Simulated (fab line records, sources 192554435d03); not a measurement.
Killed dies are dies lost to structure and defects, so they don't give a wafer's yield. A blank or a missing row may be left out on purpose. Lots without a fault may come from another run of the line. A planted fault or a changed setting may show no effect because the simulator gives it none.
Which tool did it? | flow n5_finfet | 11 lots, 31 wafers sampled, at 1 step of a route of 1938

WHAT THE GAUGES READ, wafer by wafer
N5_ILD0_INSPECT_06: inspects for defects (darkfield). Usual: raw_defect_count 37, standard deviation 17.
lot  | measured    | on                | raw_defect_count | flag
L777 | day 3 17:18 | defect_inspect-02 | 47 58 54         |
L779 | day 4 10:05 | defect_inspect-01 | 22 30            |
L781 | day 4 16:43 | defect_inspect-01 | 28 56 20         |
L782 | day 4 23:41 | defect_inspect-02 | 39 44 34         |
L783 | day 5 06:07 | defect_inspect-01 | 17 36 21         |
L784 | day 5 11:58 | defect_inspect-01 | 40 23 36         |
L785 | day 5 16:51 | defect_inspect-02 | 39 25 33         |
L786 | day 6 02:47 | defect_inspect-01 | 26 31            |
L787 | day 6 05:25 | defect_inspect-01 | 32 40 24         |
L797 | day 8 16:24 | defect_inspect-02 | 64 32 39         |
L800 | day 9 15:11 | defect_inspect-02 | 20 31 20         |

WHICH TOOL RAN EACH LOT (tool, then ch and the chambers of the sampled wafers, then the start)
The record holds no process step before these readings.

WHAT THE TOOLS THEMSELVES READ (means of the sampled wafers that have a number; where no wafer has one, the mark that the record gives instead)
The record holds no such reading with a usual standard deviation.

THE ANSWER, worked out from the rows above alone
Rule: a lot is off if the mean of its wafers that have a number lies more than 3 standard deviations from the usual mean. A lot without any number at a reading at which 4 lots or more have one is off too. The other lots that the step has rows for count as sound. The gauges are gone through in route order, then the tools' own readings, and for those a lot's mean is taken as printed above. The first step at which some lot is off is used, and at that step the reading that is off furthest; a lot without a number counts as furthest.
No lot is off at any reading shown: from this, nothing can be told.

WHAT THE SIMULATOR HAD PUT IN
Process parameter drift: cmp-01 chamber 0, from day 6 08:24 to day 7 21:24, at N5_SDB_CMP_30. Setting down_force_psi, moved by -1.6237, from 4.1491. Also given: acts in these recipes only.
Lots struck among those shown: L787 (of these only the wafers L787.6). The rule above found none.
